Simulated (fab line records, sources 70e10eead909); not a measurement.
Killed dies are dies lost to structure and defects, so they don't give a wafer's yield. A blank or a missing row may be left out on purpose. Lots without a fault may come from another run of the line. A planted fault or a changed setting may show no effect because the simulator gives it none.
Which tool did it? | flow nand_harc | 24 lots, 72 wafers sampled, at 6 steps of a route of 1159

WHAT THE GAUGES READ, wafer by wafer
NHARC_A_SLIT_CD_MEAS_09: target cd 300 nm.
lot  | measured     | on        | cd_nm (nm)
L074 | day 14 03:44 | cd_sem-01 | 300.2 299.7 300.2
L075 | day 14 03:46 | cd_sem-02 | 299.4 299.2 299.7
L076 | day 14 15:33 | cd_sem-03 | 300.0 299.9 300.0
L077 | day 14 14:52 | cd_sem-02 | 299.3 299.1 299.5
L078 | day 15 07:22 | cd_sem-02 | 300.0 299.6 299.7
L079 | day 15 06:57 | cd_sem-03 | 300.4 300.3 300.2
L081 | day 16 07:22 | cd_sem-01 | 300.1 300.2 300.5
L080 | day 16 08:21 | cd_sem-01 | 299.3 299.9 299.3
L082 | day 16 21:50 | cd_sem-02 | 299.5 299.5 300.1
L083 | day 16 23:55 | cd_sem-01 | 300.5 300.0 300.2
L085 | day 16 22:14 | cd_sem-01 | 300.0 299.8 300.4
L084 | day 16 21:59 | cd_sem-03 | 299.9 300.1 300.0
L087 | day 17 11:52 | cd_sem-01 | 300.7 300.2 300.6
L086 | day 17 22:32 | cd_sem-01 | 299.7 300.1 299.8
L088 | day 17 23:07 | cd_sem-01 | 299.9 299.8 300.7
L089 | day 17 22:18 | cd_sem-03 | 300.8 300.4 300.1
L090 | day 18 10:35 | cd_sem-03 | 299.9 300.2 299.8
L092 | day 18 09:59 | cd_sem-02 | 299.7 299.6 299.4
L091 | day 18 08:44 | cd_sem-02 | 299.4 299.7 300.2
L093 | day 19 03:20 | cd_sem-01 | 298.8 299.1 299.3
L094 | day 19 03:58 | cd_sem-01 | 300.1 299.7 299.6
L095 | day 19 13:20 | cd_sem-03 | 300.3 300.7 301.0
L096 | day 19 12:25 | cd_sem-03 | 300.5 300.5 300.2
L097 | day 20 11:00 | cd_sem-03 | 300.6 300.6 300.0

WHICH TOOL RAN EACH LOT (tool, then ch and the chambers of the sampled wafers, then the start)
lot  | NHARC_A_STAIRCASE_DESCUM_168       | NHARC_A_STAIRCASE_TRIM_18                     | NHARC_A_STAIRCASE_ETCH_232                    | NHARC_A_STAIRCASE_ETCH_236                    | NHARC_A_STAIRCASE_ETCH_315
L074 | rie_diel-13 ch 2,3, day 10 17:08   | rie_diel-13 ch 1,2, day 14 03:44 or earlier   | rie_diel-01 ch 0,3, day 14 03:44 or earlier   | rie_diel-01 ch 0,2,3, day 14 03:44 or earlier | rie_diel-01 ch 0,2,3, day 14 03:44 or earlier
L075 | rie_diel-06 ch 0,1,3, day 10 17:17 | rie_diel-01 ch 1,2,3, day 14 03:46 or earlier | rie_diel-13 ch 0,1, day 14 03:46 or earlier   | rie_diel-13 ch 0,1,2, day 14 03:46 or earlier | rie_diel-06 ch 2,3, day 14 03:46 or earlier
L076 | rie_diel-13 ch 0,3, day 11 03:51   | rie_diel-01 ch 0,1,3, day 14 15:33 or earlier | rie_diel-13 ch 0,3, day 14 15:33 or earlier   | rie_diel-13 ch 1,2,3, day 14 15:33 or earlier | rie_diel-06 ch 0,1, day 14 15:33 or earlier
L077 | rie_diel-13 ch 0,2,3, day 11 04:03 | rie_diel-01 ch 1,2, day 14 14:52 or earlier   | rie_diel-01 ch 1,2, day 14 14:52 or earlier   | rie_diel-01 ch 0,1,2, day 14 14:52 or earlier | rie_diel-13 ch 0,2,3, day 14 14:52 or earlier
L078 | rie_diel-01 ch 0,1,3, day 11 20:05 | rie_diel-01 ch 1,2,3, day 15 07:22 or earlier | rie_diel-01 ch 1,3, day 15 07:22 or earlier   | rie_diel-01 ch 0,1,3, day 15 07:22 or earlier | rie_diel-01 ch 0,2, day 15 07:22 or earlier
L079 | rie_diel-06 ch 0,3, day 11 20:23   | rie_diel-06 ch 0,2,3, day 15 06:57 or earlier | rie_diel-13 ch 2,3, day 15 06:57 or earlier   | rie_diel-13 ch 0,1,2, day 15 06:57 or earlier | rie_diel-01 ch 1,2, day 15 06:57 or earlier
L081 | rie_diel-13 ch 0,2,3, day 12 07:00 | rie_diel-06 ch 0,2,3, day 16 07:22 or earlier | rie_diel-06 ch 0,1,3, day 16 07:22 or earlier | rie_diel-06 ch 0,2,3, day 16 07:22 or earlier | rie_diel-01 ch 1,2,3, day 16 07:22 or earlier
L080 | rie_diel-13 ch 0,2, day 12 07:11   | rie_diel-01 ch 0,2,3, day 16 08:21 or earlier | rie_diel-13 ch 0,2,3, day 16 08:21 or earlier | rie_diel-13 ch 0,2, day 16 08:21 or earlier   | rie_diel-01 ch 0,1,2, day 16 08:21 or earlier
L082 | rie_diel-06 ch 0,2,3, day 12 23:42 | rie_diel-06 ch 0,1,2, day 16 21:50 or earlier | rie_diel-13 ch 0,1,3, day 16 21:50 or earlier | rie_diel-13 ch 0,2,3, day 16 21:50 or earlier | rie_diel-13 ch 0,1,2, day 16 21:50 or earlier
L083 | rie_diel-01 ch 1,2,3, day 12 23:52 | rie_diel-13 ch 1,3, day 16 23:55 or earlier   | rie_diel-01 ch 1,2,3, day 16 23:55 or earlier | rie_diel-01 ch 0,2,3, day 16 23:55 or earlier | rie_diel-13 ch 1,3, day 16 23:55 or earlier
L085 | rie_diel-01 ch 0,3, day 13 12:23   | rie_diel-06 ch 0,2,3, day 16 22:14 or earlier | rie_diel-06 ch 0,1,2, day 16 22:14 or earlier | rie_diel-06 ch 0,2, day 16 22:14 or earlier   | rie_diel-13 ch 0,2, day 16 22:14 or earlier
L084 | rie_diel-01 ch 0,1,3, day 13 12:28 | rie_diel-13 ch 0,3, day 16 21:59 or earlier   | rie_diel-01 ch 0,2,3, day 16 21:59 or earlier | rie_diel-01 ch 2,3, day 16 21:59 or earlier   | rie_diel-01 ch 0,2,3, day 16 21:59 or earlier
L087 | rie_diel-01 ch 0,2,3, day 13 21:21 | rie_diel-06 ch 0,2, day 17 11:52 or earlier   | rie_diel-06 ch 1,2,3, day 17 11:52 or earlier | rie_diel-06 ch 1,2,3, day 17 11:52 or earlier | rie_diel-01 ch 0,2,3, day 17 11:52 or earlier
L086 | rie_diel-13 ch 0,1,2, day 14 04:24 | rie_diel-13 ch 1,3, day 17 22:32 or earlier   | rie_diel-06 ch 1,2, day 17 22:32 or earlier   | rie_diel-06 ch 1,2,3, day 17 22:32 or earlier | rie_diel-01 ch 0,1, day 17 22:32 or earlier
L088 | rie_diel-06 ch 0,1,2, day 14 07:48 | rie_diel-13 ch 0,1,2, day 17 23:07 or earlier | rie_diel-06 ch 2,3, day 17 23:07 or earlier   | rie_diel-06 ch 0,1,3, day 17 23:07 or earlier | rie_diel-06 ch 0,3, day 17 23:07 or earlier
L089 | rie_diel-06 ch 0,2, day 14 08:04   | rie_diel-13 ch 0,2,3, day 17 22:18 or earlier | rie_diel-01 ch 0,2,3, day 17 22:18 or earlier | rie_diel-01 ch 0,1, day 17 22:18 or earlier   | rie_diel-06 ch 0,1,2, day 17 22:18 or earlier
L090 | rie_diel-13 ch 0,2,3, day 14 20:48 | rie_diel-06 ch 0,2,3, day 18 10:35 or earlier | rie_diel-01 ch 1,2,3, day 18 10:35 or earlier | rie_diel-01 ch 0,1,2, day 18 10:35 or earlier | rie_diel-13 ch 0,2,3, day 18 10:35 or earlier
L092 | rie_diel-06 ch 1,2, day 14 20:58   | rie_diel-13 ch 0,1, day 18 09:59 or earlier   | rie_diel-13 ch 0,3, day 18 09:59 or earlier   | rie_diel-13 ch 0,1,2, day 18 09:59 or earlier | rie_diel-06 ch 0,1, day 18 09:59 or earlier
L091 | rie_diel-01 ch 1,2,3, day 14 21:07 | rie_diel-13 ch 0,2,3, day 18 08:44 or earlier | rie_diel-01 ch 1,2,3, day 18 08:44 or earlier | rie_diel-01 ch 0,1,2, day 18 08:44 or earlier | rie_diel-01 ch 0,1,3, day 18 08:44 or earlier
L093 | rie_diel-13 ch 0,1,2, day 15 09:35 | rie_diel-01 ch 0,1,2, day 19 03:20 or earlier | rie_diel-06 ch 0,1,3, day 19 03:20 or earlier | rie_diel-06 ch 0,1,3, day 19 03:20 or earlier | rie_diel-13 ch 0,2,3, day 19 03:20 or earlier
L094 | rie_diel-13 ch 2,3, day 15 15:33   | rie_diel-06 ch 0,3, day 19 03:58 or earlier   | rie_diel-06 ch 0,2, day 19 03:58 or earlier   | rie_diel-06 ch 1,2, day 19 03:58 or earlier   | rie_diel-06 ch 0,1,2, day 19 03:58 or earlier
L095 | rie_diel-06 ch 0,1, day 15 19:00   | rie_diel-01 ch 0,1,2, day 19 13:20 or earlier | rie_diel-01 ch 1,2,3, day 19 13:20 or earlier | rie_diel-01 ch 1,3, day 19 13:20 or earlier   | rie_diel-06 ch 0,2, day 19 13:20 or earlier
L096 | rie_diel-13 ch 1,2,3, day 16 04:22 | rie_diel-13 ch 1,2,3, day 19 12:25 or earlier | rie_diel-01 ch 2,3, day 19 12:25 or earlier   | rie_diel-01 ch 0,1, day 19 12:25 or earlier   | rie_diel-13 ch 1,3, day 19 12:25 or earlier
L097 | rie_diel-13 ch 0,1,2, day 16 17:17 | rie_diel-01 ch 1,2, day 20 11:00 or earlier   | rie_diel-01 ch 0,3, day 20 11:00 or earlier   | rie_diel-01 ch 0,2,3, day 20 11:00 or earlier | rie_diel-06 ch 2,3, day 20 11:00 or earlier
- NHARC_A_STAIRCASE_DESCUM_168: chemistry O2, time 3 s.
- NHARC_A_STAIRCASE_TRIM_18: chemistry O2, time 211.2 s.
- NHARC_A_STAIRCASE_ETCH_232: etches the open film in C4F8/O2, target depth 100 nm, time 40.5 s.
- NHARC_A_STAIRCASE_ETCH_236: etches the open film in C4F8/O2, target depth 100 nm, time 40.5 s.
- NHARC_A_STAIRCASE_ETCH_315: etches the open film in C4F8/O2/Ar, target depth 2500 nm, time 607.1 s.

WHAT THE TOOLS THEMSELVES READ (means of the sampled wafers that have a number; where no wafer has one, the mark that the record gives instead)
NHARC_A_STAIRCASE_DESCUM_168.
lot  | tool        | drypump_motor_current_A (A) | oes_product_au (a.u.) | rf_vpp_V (V) | showerhead_plenum_p_Torr (Torr) | throttle_valve_pct (%)
L074 | rie_diel-13 | 6.2                         | 1.011                 | 57.0         | 1.77                            | 11.307
L075 | rie_diel-06 | 6.2                         | 1.003                 | 57.3         | 1.92                            | 11.306
L076 | rie_diel-13 | 5.6                         | 0.980                 | 57.5         | 1.89                            | 11.310
L077 | rie_diel-13 | 5.9                         | 0.991                 | 57.8         | 1.83                            | 11.310
L078 | rie_diel-01 | 5.8                         | 0.985                 | 57.6         | 1.87                            | 11.302
L079 | rie_diel-06 | 6.0                         | 0.997                 | 56.9         | 1.90                            | 11.307
L081 | rie_diel-13 | 5.9                         | 0.992                 | 57.3         | 1.83                            | 11.313
L080 | rie_diel-13 | 6.2                         | 0.991                 | 57.6         | 1.82                            | 11.306
L082 | rie_diel-06 | 6.2                         | 0.994                 | 57.2         | 1.89                            | 11.317
L083 | rie_diel-01 | 5.8                         | 0.988                 | 58.0         | 1.84                            | 11.317
L085 | rie_diel-01 | 5.9                         | 0.983                 | 57.8         | 1.89                            | 11.301
L084 | rie_diel-01 | 5.8                         | 1.008                 | 56.9         | 1.86                            | 11.306
L087 | rie_diel-01 | 5.9                         | 0.996                 | 57.6         | 1.87                            | 11.312
L086 | rie_diel-13 | 5.8                         | 0.998                 | 57.2         | 1.94                            | 11.311
L088 | rie_diel-06 | 6.3                         | 1.000                 | 58.8         | 1.97                            | 11.298
L089 | rie_diel-06 | 6.1                         | 0.991                 | 58.4         | 1.95                            | 11.308
L090 | rie_diel-13 | 5.9                         | 0.997                 | 58.2         | 1.93                            | 11.323
L092 | rie_diel-06 | 6.5                         | 0.999                 | 58.5         | 1.98                            | 11.319
L091 | rie_diel-01 | 5.8                         | 1.003                 | 57.1         | 1.84                            | 11.314
L093 | rie_diel-13 | 5.8                         | 0.991                 | 57.7         | 1.94                            | 11.305
L094 | rie_diel-13 | 5.8                         | 0.995                 | 57.4         | 1.87                            | 11.319
L095 | rie_diel-06 | 6.1                         | 0.994                 | 58.4         | 1.97                            | 11.316
L096 | rie_diel-13 | 5.7                         | 1.001                 | 57.5         | 1.88                            | 11.312
L097 | rie_diel-13 | 5.8                         | 1.004                 | 57.9         | 1.93                            | 11.309

NHARC_A_STAIRCASE_TRIM_18.
lot  | tool        | drypump_motor_current_A (A) | oes_product_au (a.u.) | rf_vpp_V (V) | showerhead_plenum_p_Torr (Torr) | throttle_valve_pct (%)
L074 | rie_diel-13 | 6.1                         | 1.004                 | 57.0         | 3.31                            | 17.037
L075 | rie_diel-01 | 5.8                         | 1.001                 | 57.4         | 3.42                            | 17.040
L076 | rie_diel-01 | 5.8                         | 0.992                 | 57.8         | 3.46                            | 17.040
L077 | rie_diel-01 | 5.7                         | 0.999                 | 56.6         | 3.34                            | 17.038
L078 | rie_diel-01 | 5.8                         | 0.992                 | 57.8         | 3.41                            | 17.043
L079 | rie_diel-06 | 6.2                         | 0.998                 | 57.2         | 3.50                            | 17.036
L081 | rie_diel-06 | 6.2                         | 0.995                 | 57.1         | 3.50                            | 17.045
L080 | rie_diel-01 | 5.8                         | 0.990                 | 58.1         | 3.46                            | 17.031
L082 | rie_diel-06 | 6.3                         | 0.996                 | 58.3         | 3.63                            | 17.038
L083 | rie_diel-13 | 5.4                         | 0.997                 | 57.1         | 3.31                            | 17.038
L085 | rie_diel-06 | 6.2                         | 0.998                 | 57.5         | 3.49                            | 17.041
L084 | rie_diel-13 | 5.6                         | 0.999                 | 58.7         | 3.48                            | 17.039
L087 | rie_diel-06 | 6.1                         | 0.996                 | 57.8         | 3.60                            | 17.032
L086 | rie_diel-13 | 5.4                         | 0.995                 | 56.4         | 3.30                            | 17.042
L088 | rie_diel-13 | 5.8                         | 0.995                 | 57.6         | 3.57                            | 17.039
L089 | rie_diel-13 | 5.8                         | 0.994                 | 57.0         | 3.55                            | 17.041
L090 | rie_diel-06 | 6.2                         | 0.990                 | 57.7         | 3.49                            | 17.042
L092 | rie_diel-13 | 5.6                         | 1.000                 | 58.5         | 3.50                            | 17.031
L091 | rie_diel-13 | 5.9                         | 0.996                 | 57.9         | 3.55                            | 17.041
L093 | rie_diel-01 | 5.7                         | 1.013                 | 58.2         | 3.37                            | 17.034
L094 | rie_diel-06 | 6.0                         | 0.998                 | 56.9         | 3.48                            | 17.039
L095 | rie_diel-01 | 5.7                         | 1.008                 | 58.3         | 3.37                            | 17.039
L096 | rie_diel-13 | 5.8                         | 0.995                 | 57.2         | 3.47                            | 17.037
L097 | rie_diel-01 | 5.7                         | 1.009                 | 57.2         | 3.32                            | 17.043

NHARC_A_STAIRCASE_ETCH_232.
lot  | tool        | oes_product_au (a.u.) | rf_vpp_V (V)
L074 | rie_diel-01 | 0.944                 | 895
L075 | rie_diel-13 | 0.934                 | 896
L076 | rie_diel-13 | 0.928                 | 891
L077 | rie_diel-01 | 0.949                 | 890
L078 | rie_diel-01 | 0.934                 | 891
L079 | rie_diel-13 | 0.948                 | 887
L081 | rie_diel-06 | 0.943                 | 896
L080 | rie_diel-13 | 0.954                 | 897
L082 | rie_diel-13 | 0.937                 | 891
L083 | rie_diel-01 | 0.938                 | 891
L085 | rie_diel-06 | 0.940                 | 899
L084 | rie_diel-01 | 0.940                 | 893
L087 | rie_diel-06 | 0.932                 | 896
L086 | rie_diel-06 | 0.946                 | 900
L088 | rie_diel-06 | 0.938                 | 894
L089 | rie_diel-01 | 0.947                 | 893
L090 | rie_diel-01 | 0.964                 | 891
L092 | rie_diel-13 | 0.946                 | 890
L091 | rie_diel-01 | 0.968                 | 890
L093 | rie_diel-06 | 0.939                 | 895
L094 | rie_diel-06 | 0.943                 | 898
L095 | rie_diel-01 | 0.948                 | 891
L096 | rie_diel-01 | 0.936                 | 894
L097 | rie_diel-01 | 0.941                 | 894

NHARC_A_STAIRCASE_ETCH_236.
lot  | tool        | oes_product_au (a.u.) | rf_vpp_V (V)
L074 | rie_diel-01 | 0.933                 | 893
L075 | rie_diel-13 | 0.956                 | 892
L076 | rie_diel-13 | 0.936                 | 887
L077 | rie_diel-01 | 0.940                 | 891
L078 | rie_diel-01 | 0.944                 | 893
L079 | rie_diel-13 | 0.944                 | 891
L081 | rie_diel-06 | 0.946                 | 895
L080 | rie_diel-13 | 0.929                 | 903
L082 | rie_diel-13 | 0.939                 | 897
L083 | rie_diel-01 | 0.943                 | 894
L085 | rie_diel-06 | 0.944                 | 898
L084 | rie_diel-01 | 0.922                 | 894
L087 | rie_diel-06 | 0.945                 | 895
L086 | rie_diel-06 | 0.936                 | 896
L088 | rie_diel-06 | 0.936                 | 895
L089 | rie_diel-01 | 0.952                 | 893
L090 | rie_diel-01 | 0.957                 | 890
L092 | rie_diel-13 | 0.948                 | 898
L091 | rie_diel-01 | 0.945                 | 890
L093 | rie_diel-06 | 0.940                 | 896
L094 | rie_diel-06 | 0.944                 | 899
L095 | rie_diel-01 | 0.945                 | 891
L096 | rie_diel-01 | 0.937                 | 890
L097 | rie_diel-01 | 0.940                 | 893

NHARC_A_STAIRCASE_ETCH_315.
lot  | tool        | oes_product_au (a.u.) | rf_vpp_V (V)
L074 | rie_diel-01 | 0.924                 | 1822
L075 | rie_diel-06 | 0.963                 | 1818
L076 | rie_diel-06 | 0.925                 | 1837
L077 | rie_diel-13 | 0.928                 | 1816
L078 | rie_diel-01 | 0.932                 | 1819
L079 | rie_diel-01 | 0.927                 | 1812
L081 | rie_diel-01 | 0.919                 | 1817
L080 | rie_diel-01 | 0.931                 | 1815
L082 | rie_diel-13 | 0.927                 | 1830
L083 | rie_diel-13 | 0.921                 | 1812
L085 | rie_diel-13 | 0.928                 | 1841
L084 | rie_diel-01 | 0.935                 | 1821
L087 | rie_diel-01 | 0.945                 | 1820
L086 | rie_diel-01 | 0.953                 | 1819
L088 | rie_diel-06 | 0.936                 | 1824
L089 | rie_diel-06 | 0.920                 | 1833
L090 | rie_diel-13 | 0.924                 | 1828
L092 | rie_diel-06 | 0.933                 | 1836
L091 | rie_diel-01 | 0.931                 | 1820
L093 | rie_diel-13 | 0.927                 | 1828
L094 | rie_diel-06 | 0.921                 | 1833
L095 | rie_diel-06 | 0.929                 | 1831
L096 | rie_diel-13 | 0.928                 | 1809
L097 | rie_diel-06 | 0.938                 | 1823

THE ANSWER, worked out from the rows above alone
Rule: what is usual is taken from the lots themselves. Put in order of their means at a reading, lots are off if they are a third of the lots or fewer, leave a main group of 4 or more, and stand apart from it by a gap of 3 or more times the standard deviation of the main group's means; of several such gaps the widest counts. A main group whose means are all the same, to the digits that the tables above print for the reading, isn't used. A lot without any number at a reading at which 4 lots or more have one is off too. The other lots that the step has rows for count as sound. The gauges are gone through in route order, then the tools' own readings, and for those a lot's mean is taken as printed above. The first step at which some lot is off is used, and at that step the reading that is off furthest; a lot without a number counts as furthest.
No lot is off at any reading shown: from this, nothing can be told.

WHAT THE SIMULATOR HAD PUT IN
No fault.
